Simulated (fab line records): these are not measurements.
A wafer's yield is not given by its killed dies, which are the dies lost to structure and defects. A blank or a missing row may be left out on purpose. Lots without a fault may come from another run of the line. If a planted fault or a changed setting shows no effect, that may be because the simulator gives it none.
Lot-split experiment    flow n5Finfet    route with 1938 steps; 7 lots, 39 wafers read

== THE SPLIT ==
At N5_BEOL_M1_TRENCH_ETCH_37 (etches SiOC in C4F6/O2, target depth 55.207 nm, time 29 s), the setting targetDepthA was moved away from the recipe's 552.07 angstrom on 15 of the 39 wafers read, by -53.0% to +47.0%. This setting was run at the recipe's value on the other wafers.

== FROM THE SPLIT TO THE READING: what the file shows between them, 2 steps ==
- N5_BEOL_M1_ETCH_41: etches SiCN in CH3F/O2, target depth 31.9 nm, time 57.8 s
- N5_BEOL_M1_STRIP_97: strips in N2/H2, time 10 s

== THE READING ==
trenchDepthNm, in nm, at N5_BEOL_M1_OCD_MEAS_38. Typical for fault-free wafers on this fab line: 55.0 nm, with standard deviation 1 nm.

wafer   tool, chamber at the split  targetDepthA as run, angstrom  against the recipe  trenchDepthNm, nm  against lot-mates on the recipe
L074.3  rieDiel-04, 0               552.07                         recipe              56.4               -
L074.5  rieDiel-04, 0               552.07                         recipe              56.0               -
L074.6  rieDiel-04, 3               552.07                         recipe              56.6               -
L075.1  rieDiel-05, 2               387.4                          -29.8%              39.1               -15.9
L075.2  rieDiel-05, 3               552.07                         recipe              53.7               -
L075.3  rieDiel-05, 1               552.07                         recipe              56.1               -
L075.4  rieDiel-05, 0               387.4                          -29.8%              38.7               -16.3
L075.5  rieDiel-05, 3               387.4                          -29.8%              37.6               -17.4
L075.6  rieDiel-05, 2               552.07                         recipe              55.1               -
L081.1  rieDiel-02, 1               337.3                          -38.9%              32.2               -22.6
L081.2  rieDiel-02, 0               337.3                          -38.9%              33.6               -21.2
L081.3  rieDiel-02, 3               337.3                          -38.9%              34.1               -20.7
L081.4  rieDiel-02, 3               552.07                         recipe              55.7               -
L081.5  rieDiel-02, 0               552.07                         recipe              55.4               -
L081.6  rieDiel-02, 1               552.07                         recipe              53.2               -
L080.1  rieDiel-05, 2               552.07                         recipe              54.8               -
L080.2  rieDiel-05, 3               811.7                          +47.0%              79.7               +24.5
L080.3  rieDiel-05, 1               552.07                         recipe              55.5               -
L080.4  rieDiel-05, 0               811.7                          +47.0%              80.4               +25.2
L080.5  rieDiel-05, 1               811.7                          +47.0%              81.5               +26.3
L080.6  rieDiel-05, 2               552.07                         recipe              55.3               -
L088.1  rieDiel-04, 2               552.07                         recipe              56.8               -
L088.2  rieDiel-04, 3               552.07                         recipe              55.9               -
L088.3  rieDiel-04, 0               669.4                          +21.3%              68.5               +12.1
L088.4  rieDiel-04, 1               552.07                         recipe              56.5               -
L088.5  rieDiel-04, 3               669.4                          +21.3%              68.5               +12.1
L088.6  rieDiel-04, 0               669.4                          +21.3%              67.3               +10.9
L093.1  rieDiel-05, 1               552.07                         recipe              54.9               -
L093.2  rieDiel-05, 3               552.07                         recipe              53.7               -
L093.3  rieDiel-05, 0               259.7                          -53.0%              25.9               -28.6
L093.4  rieDiel-05, 1               259.7                          -53.0%              26.2               -28.3
L093.5  rieDiel-05, 3               259.7                          -53.0%              24.9               -29.6
L093.6  rieDiel-05, 0               552.07                         recipe              55.0               -
L094.1  rieDiel-05, 1               552.07                         recipe              54.4               -
L094.2  rieDiel-05, 2               552.07                         recipe              56.1               -
L094.3  rieDiel-05, 3               552.07                         recipe              53.2               -
L094.4  rieDiel-05, 0               552.07                         recipe              54.9               -
L094.5  rieDiel-05, 2               552.07                         recipe              54.8               -
L094.6  rieDiel-05, 1               552.07                         recipe              55.1               -

FIT RESULTS
A straight line over all 39 wafers: trenchDepthNm changes by +0.556 nm for each +1% of targetDepthA; r = +1.00; the points scatter about the line by 1 nm.
The same after taking each lot's own level away (the mean of its wafers on the recipe; 39 wafers): +0.545 nm for each +1%; r = +1.00; scatter 0.74 nm.
According to that fit, moving targetDepthA by its largest amount changes the reading by 29 nm.
Measured against the standard deviation above, the lots' own levels, which go from 54.53 to 56.40 nm, span 1.9 times it.
So the lot-to-lot level changes the slope little: the two slopes agree.
Check: with one of the wafers moved furthest among these (-53.0%) left out of the fit, the line predicts -29 nm for it against its lot-mates. Against them it came out at -28.6 nm.

== THE WHOLE CHAIN: every reading that the file lists as answering this split, in the file's order ==
step                       what it does                                               reading                                                                          change (the file's fit)                 r (the file's)
N5_BEOL_M1_TRENCH_ETCH_37  etches SiOC in C4F6/O2, target depth 55.207 nm, time 29 s  BEOL_M1.featureDepthNm (the simulator's own value, which no gauge read)          +0.546 nm for each +1% of the setting   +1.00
N5_BEOL_M1_TRENCH_ETCH_37  etches SiOC in C4F6/O2, target depth 55.207 nm, time 29 s  etch.depthNm (the simulator's own value, which no gauge read)                    +0.546 nm for each +1% of the setting   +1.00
N5_BEOL_M1_TRENCH_ETCH_37  etches SiOC in C4F6/O2, target depth 55.207 nm, time 29 s  TiN_of_BEOL_M1_HM_DEP_02.thkNm (the simulator's own value, which no gauge read)  -0.0217 nm for each +1% of the setting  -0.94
N5_BEOL_M1_OCD_MEAS_38                                                                trenchDepthNm                                                                    +0.545 nm for each +1% of the setting   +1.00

== THE FILE'S OWN FIT ==
trenchDepthNm changes by +0.545 nm for each +1% of targetDepthA, r = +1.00.
